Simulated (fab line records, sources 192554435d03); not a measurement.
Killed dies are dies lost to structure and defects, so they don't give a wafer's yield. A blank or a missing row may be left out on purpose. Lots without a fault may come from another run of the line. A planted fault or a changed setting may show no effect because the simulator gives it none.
Which tool did it? | flow n5_finfet | 9 lots, 27 wafers sampled, at 5 steps of a route of 1938

WHAT THE GAUGES READ, wafer by wafer
N5_BEOL_M4_RC_MEAS_101.
lot  | measured     | on        | DIBL_P (mV/V)
L139 | day 8 01:25  | prober-02 | 39.2 33.7 38.8
L141 | day 8 23:57  | prober-01 | 38.9 40.2 37.7
L144 | day 9 06:33  | prober-02 | 35.5 34.5 34.1
L146 | day 9 15:46  | prober-01 | - - -
L147 | day 10 08:04 | prober-02 | - - -
L157 | day 12 10:37 | prober-02 | - - -
L158 | day 13 01:37 | prober-01 | 36.6 37.0 35.0
L159 | day 12 21:25 | prober-02 | 35.1 36.3 37.1
L161 | day 13 14:36 | prober-01 | 32.0 32.8 37.4

WHICH TOOL RAN EACH LOT (tool, then ch and the chambers of the sampled wafers, then the start)
lot  | N5_SD_EPI_P_DESCUM_14             | N5_SD_EPI_P_ETCH_37               | N5_SD_EPI_P_VAPOR_ETCH_44      | N5_SD_ACTIVATION_RTA_00
L139 | rie_diel-03 ch 1,2,3, day 3 06:26 | rie_diel-03 ch 1,2,3, day 3 06:31 | epi_rpcvd-02 ch 0, day 3 07:41 | rtp_anneal-01 ch 0, day 3 10:16
L141 | rie_diel-04 ch 0,1, day 3 17:22   | rie_diel-04 ch 0,1, day 3 17:28   | epi_rpcvd-03 ch 0, day 3 18:32 | rtp_anneal-01 ch 0, day 3 21:17
L144 | rie_diel-02 ch 1,2,3, day 4 10:55 | rie_diel-02 ch 1,2,3, day 4 11:00 | epi_rpcvd-02 ch 0, day 4 12:04 | rtp_anneal-02 ch 0, day 4 14:40
L146 | rie_diel-04 ch 0,3, day 4 22:33   | rie_diel-04 ch 0,3, day 4 22:38   | epi_rpcvd-03 ch 0, day 4 23:43 | rtp_anneal-01 ch 0, day 5 04:41
L147 | rie_diel-02 ch 1,2,3, day 5 10:14 | rie_diel-02 ch 1,2,3, day 5 10:20 | epi_rpcvd-01 ch 0, day 5 11:26 | rtp_anneal-01 ch 0, day 5 14:37
L157 | rie_diel-04 ch 0,2,3, day 7 16:54 | rie_diel-04 ch 0,2,3, day 7 17:00 | epi_rpcvd-03 ch 0, day 7 18:04 | rtp_anneal-01 ch 0, day 7 21:00
L158 | rie_diel-04 ch 2,3, day 8 00:03   | rie_diel-04 ch 2,3, day 8 00:08   | epi_rpcvd-03 ch 0, day 8 01:16 | rtp_anneal-01 ch 0, day 8 03:51
L159 | rie_diel-04 ch 0,1,2, day 8 06:55 | rie_diel-04 ch 0,1,2, day 8 07:01 | epi_rpcvd-02 ch 0, day 8 08:07 | rtp_anneal-01 ch 0, day 8 10:46
L161 | rie_diel-02 ch 0,1,2, day 8 18:52 | rie_diel-02 ch 0,1,2, day 8 19:05 | epi_rpcvd-02 ch 0, day 8 20:07 | rtp_anneal-02 ch 0, day 8 22:41
- N5_SD_EPI_P_DESCUM_14: chemistry O2, time 7.9 s.
- N5_SD_EPI_P_ETCH_37: etches SOC in N2/H2, overetch 108 nm, time 486 s.
- N5_SD_EPI_P_VAPOR_ETCH_44: etches SiGe30 in NF3/Ar, time 3.3 s.
- N5_SD_ACTIVATION_RTA_00: time 0 s.

THE ANSWER, worked out from the rows above alone
Rule: what is usual is taken from the lots themselves. Put in order of their means at a reading, lots are off if they are a third of the lots or fewer, leave a main group of 4 or more, and stand apart from it by a gap of 3 or more times the standard deviation of the main group's means; of several such gaps the widest counts. A main group whose means are all the same, to the digits that the tables above print for the reading, isn't used. A lot without any number at a reading at which 4 lots or more have one is off too. The other lots that the step has rows for count as sound.
Off: L146, L147, L157, at N5_BEOL_M4_RC_MEAS_101 (DIBL_P). Without a number there: L146, L147, L157. The main group: mean 36.2 mV/V, standard deviation 1.6.
A tool fits if, at a process step before that reading, it ran every lot that is off, and no sound lot after the first of them. The gauges at N5_BEOL_M4_RC_MEAS_101 are tried like those tools. None of those tried fits.

WHAT THE SIMULATOR HAD PUT IN
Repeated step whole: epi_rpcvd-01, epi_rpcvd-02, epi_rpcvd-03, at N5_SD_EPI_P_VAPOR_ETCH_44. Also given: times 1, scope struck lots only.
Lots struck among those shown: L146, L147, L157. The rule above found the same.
